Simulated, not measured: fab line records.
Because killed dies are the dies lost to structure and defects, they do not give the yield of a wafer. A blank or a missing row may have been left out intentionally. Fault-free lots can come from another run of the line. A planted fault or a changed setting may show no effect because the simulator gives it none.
fab line records -- flow n5Finfet
[record] lots = 7, wafers = 39
route steps=1938 shown BEOL_M15@1820 PASSIVATION@1930
startH: the number of hours between the record's first day and the start of the first shown wafer of the lot -- waitH: hours from the lot's prior step to this one -- " repeats the value in the row above -- L1.1+2: a single row standing in for several wafers -- - no value, or no start given -- * or withheld: withheld -- < > ~ a bound
route shown NAME@n: names a module that has steps shown in the file, with the first one's number in the route -- usual: mean/standard deviation of fault-free wafers -- same: alike in all rows -- chamber/n: place in a boat -- sites: each site's reading -- _std_site: their standard deviation -- _edge_site: inner sites' mean taken away from outer sites' mean -- radiusMm: how far each site lies from the wafer's centre -- mask NAME#n: copy n -- behind: the last tool/chamber to shape the wafer -- hold: what put the lot on hold/how long, in hours/how the hold closed -- device: names the non-switching transistor (n, p or np) -- end of line: the route-end tests of the same wafers -- a step with no rows: only its recipe -- killed: dies that structure and defects cost at the first sort, which is not the same as the wafer's yield -- map: the dies of a wafer, with x for killed, . for not killed, _ for no die there
set.NAME: the setting as run; set.NAME@STEP: as run at that earlier step -- model.NAME: the simulator's own value behind a step, which no gauge read
lots whose settings were changed on purpose; a table a step, a row a wafer
[[steps]]
[step N5_BEOL_M15_SPUTTER_44]
[recipe] material = Ta, targetThkA = 150, tempC = 50, biasV = 80, powerW = 15000, chamberPressurePa = 0.07, timeS = 24.19
lot.wafer,tool,chamber,startH,waitH,set.targetThkA,model.Ta_of_BEOL_M15_SPUTTER_44.thkNm
L078.1,pvdSputter-02,-,324.04,0.0,150,15
L078.2,pvdSputter-02,-,324.04,0.0,205.2,20.2
L078.3+5,pvdSputter-02,-,324.04,0.0,150,14.8
L078.4+6,pvdSputter-02,-,324.04,0.0,205.2,20.4
L079.1+3+4,pvdSputter-01,-,328.56,0.0,150,14.8
L079.2,pvdSputter-01,-,328.56,0.0,101.7,10.4
L079.5+6,pvdSputter-01,-,328.56,0.0,101.7,10
L083.1+3,pvdSputter-01,-,346.85,0.0,150,15
L083.2+5+6,pvdSputter-01,-,346.85,0.0,150,14.8
L083.4,pvdSputter-01,-,346.85,0.0,150,15.2
L082.1+4,pvdSputter-01,-,357.09,0.0,185.3,18.2
L082.2+5,pvdSputter-01,-,357.09,0.0,150,15
L082.3,pvdSputter-01,-,357.09,0.0,150,14.8
L082.6,pvdSputter-01,-,357.09,0.0,185.3,18.4
L087.3,pvdSputter-01,-,374.73,0.0,150,14.8
L087.5,pvdSputter-01,-,374.73,0.0,150,15
L087.6,pvdSputter-01,-,374.73,0.0,150,15.2
L094.1,pvdSputter-03,-,396.45,0.0,150,15
L094.2+4,pvdSputter-03,-,396.45,0.0,80.8,8.2
L094.3+5,pvdSputter-03,-,396.45,0.0,150,15.2
L094.6,pvdSputter-03,-,396.45,0.0,80.8,8
L093.1+4,pvdSputter-02,-,415.76,0.0,150,14.8
L093.2,pvdSputter-02,-,415.76,0.0,113.2,11.2
L093.3,pvdSputter-02,-,415.76,0.0,150,14.6
L093.5+6,pvdSputter-02,-,415.76,0.0,113.2,11
[step N5_BEOL_M15_SPUTTER_45]
[recipe] material = Cu, targetThkA = 1000, tempC = -20, biasV = 60, powerW = 26000, chamberPressurePa = 0.13, timeS = 16.67
[step N5_BEOL_M15_ECD_47]
[recipe] material = Cu, targetThkA = 18600
[step N5_BEOL_M15_ANNEAL_48]
[recipe] tempC = 225, timeS = 90, ambient = N2
[step N5_BEOL_M15_CMP_49]
[recipe] stopOn = SiO2, tOverpolishS = 4.9, downForcePsi = 2, platenRpm = 80, clearingPlatenDownForcePsi = 2, clearingPlatenRpm = 80, postCmpClean = cuAlkaline, targetThkNm = 850, clearingPlatenPadVelocityMS = 1.5917, padVelocityMS = 1.5917
[usual] barrierFieldEndpointS = 11.31/0.26
lot.wafer,tool,chamber,startH,waitH,set.targetThkA@BEOL_M15_SPUTTER_44,barrierFieldEndpointS
L078.2,cmp-02,0,324.78,0.2,205.2,13.40
L078.1,cmp-02,1,324.78,0.2,150,11.20
L078.4,cmp-02,2,324.78,0.2,205.2,13.41
L078.3,cmp-02,3,324.78,0.2,150,11.28
L078.5,cmp-02,0,324.78,0.2,150,11.34
L078.6,cmp-02,1,324.78,0.2,205.2,13.46
L079.1,cmp-03,3,329.37,0.3,150,11.16
L079.2,cmp-03,0,329.37,0.3,101.7,9.32
L079.4,cmp-03,1,329.37,0.3,150,11.36
L079.3,cmp-03,2,329.37,0.3,150,11.35
L079.5,cmp-03,3,329.37,0.3,101.7,9.51
L079.6,cmp-03,0,329.37,0.3,101.7,9.40
L083.2,cmp-02,1,347.79,0.2,150,11.61
L083.4,cmp-02,2,347.79,0.2,150,11.74
L083.1,cmp-02,3,347.79,0.2,150,11.61
L083.3,cmp-02,0,347.79,0.2,150,11.55
L083.5,cmp-02,1,347.79,0.2,150,11.58
L083.6,cmp-02,2,347.79,0.2,150,11.64
L082.3,cmp-02,3,357.83,0.2,150,11.35
L082.2,cmp-02,0,357.83,0.2,150,11.40
L082.4,cmp-02,1,357.83,0.2,185.3,12.77
L082.1,cmp-02,2,357.83,0.2,185.3,12.26
L082.5,cmp-02,3,357.83,0.2,150,11.42
L082.6,cmp-02,0,357.83,0.2,185.3,12.69
L087.3,cmp-03,0,375.47,0.2,150,11.26
L087.5,cmp-03,0,375.47,0.2,150,11.41
L087.6,cmp-03,1,375.47,0.2,150,11.62
L094.1,cmp-01,1,397.19,0.3,150,10.84
L094.2,cmp-01,2,397.19,0.3,80.8,8.65
L094.4,cmp-01,3,397.19,0.3,80.8,8.60
L094.3,cmp-01,0,397.19,0.3,150,11.16
L094.5,cmp-01,1,397.19,0.3,150,11.04
L094.6,cmp-01,2,397.19,0.3,80.8,8.80
L093.2,cmp-03,2,416.65,0.2,113.2,9.65
L093.4,cmp-03,3,416.65,0.2,150,11.03
L093.1,cmp-03,0,416.65,0.2,150,10.97
L093.3,cmp-03,1,416.65,0.2,150,11.52
L093.5,cmp-03,2,416.65,0.2,113.2,9.72
L093.6,cmp-03,3,416.65,0.2,113.2,9.72
[step N5_PASSIVATION_ETCH_54]
[recipe] chemistry = CHF3/O2, target = SiO2, targetDepthA = 8800, CHF3_flow_sccm = 50, O2_flow_sccm = 5, Ar_flow_sccm = 200, timeS = 440, maskMaterial = PR, pressureMtorr = 30, sourceW = 650, biasW = 170, ionEnergyEv = 200
lot.wafer,tool,chamber,startH,waitH,set.targetDepthA,model.etch.depthNm,model.PASSIVATION.featureDepthNm
L078.1,rieDiel-06,0,340.18,0.1,8800,890.9,891
L078.2,rieDiel-06,3,340.18,0.1,8800,887.3,887.2
L078.3,rieDiel-06,2,340.18,0.1,13250,1359,1359
L078.4,rieDiel-06,3,340.18,0.1,13250,1338,1338
L078.5,rieDiel-06,2,340.18,0.1,13250,1353,1353
L078.6,rieDiel-06,0,340.18,0.1,8800,879.4,879.4
L079.1,rieDiel-03,1,342.68,0.1,12470,1274,1274
L079.2,rieDiel-03,0,342.68,0.1,12470,1288,1288
L079.3,rieDiel-03,3,342.68,0.1,8800,886,886
L079.4,rieDiel-03,0,342.68,0.1,8800,915.8,915.8
L079.5,rieDiel-03,1,342.68,0.1,8800,894.8,894.8
L079.6,rieDiel-03,3,342.68,0.1,12470,1266,1266
L083.1,rieDiel-03,0,357.76,0.1,8800,912.1,912
L083.2,rieDiel-03,3,357.76,0.1,13240,1326,1326
L083.3,rieDiel-03,1,357.76,0.1,8800,888.1,888
L083.4,rieDiel-03,2,357.76,0.1,13240,1287,1287
L083.5,rieDiel-03,1,357.76,0.1,13240,1336,1336
L083.6,rieDiel-03,2,357.76,0.1,8800,856.7,856.6
L082.1,rieDiel-06,2,369.99,0.1,12780,1305,1305
L082.2,rieDiel-06,3,369.99,0.1,12780,1291,1291
L082.3,rieDiel-06,1,369.99,0.1,12780,1296,1296
L082.4,rieDiel-06,1,369.99,0.1,8800,895.1,895
L082.5,rieDiel-06,3,369.99,0.1,8800,887.1,887.2
L082.6,rieDiel-06,2,369.99,0.1,8800,899.5,899.6
L087.3,rieDiel-02,3,386.86,0.1,8800,896,896
L087.5,rieDiel-02,3,386.86,0.1,8800,880.9,881
L087.6,rieDiel-02,2,386.86,0.1,8800,896.9,897
L094.1,rieDiel-03,2,411.52,0.1,8800,889.7,889.8
L094.2,rieDiel-03,3,411.52,0.1,5009,502.8,502.8
L094.3,rieDiel-03,1,411.52,0.1,5009,510.3,510.2
L094.4,rieDiel-03,3,411.52,0.1,8800,885.5,885.6
L094.5,rieDiel-03,1,411.52,0.1,8800,891,891
L094.6,rieDiel-03,2,411.52,0.1,5009,506.1,506
L093.1,rieDiel-06,1,427.27,0.1,3616,361,361
L093.2,rieDiel-06,2,427.27,0.1,3616,366.2,366.2
L093.3,rieDiel-06,3,427.27,0.1,8800,877.8,877.8
L093.4,rieDiel-06,2,427.27,0.1,8800,879.4,879.4
L093.5,rieDiel-06,1,427.27,0.1,8800,885.5,885.6
L093.6,rieDiel-06,3,427.27,0.1,3616,359.8,359.8
[[key]]
[split] step = N5_BEOL_M15_SPUTTER_44, setting = targetThkA, stated = 150, by = wafer
[response] step = N5_BEOL_M15_SPUTTER_44, reading = model.Ta_of_BEOL_M15_SPUTTER_44.thkNm, change = +0.149, per = 1%, r = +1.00
[response] step = N5_BEOL_M15_CMP_49, reading = barrierFieldEndpointS, change = +0.0548, per = 1%, r = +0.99
[split] step = N5_PASSIVATION_ETCH_54, setting = targetDepthA, stated = 8800, by = wafer
[response] step = N5_PASSIVATION_ETCH_54, reading = model.etch.depthNm, change = +8.88, per = 1%, r = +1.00
[response] step = N5_PASSIVATION_ETCH_54, reading = model.PASSIVATION.featureDepthNm, change = +8.88, per = 1%, r = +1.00
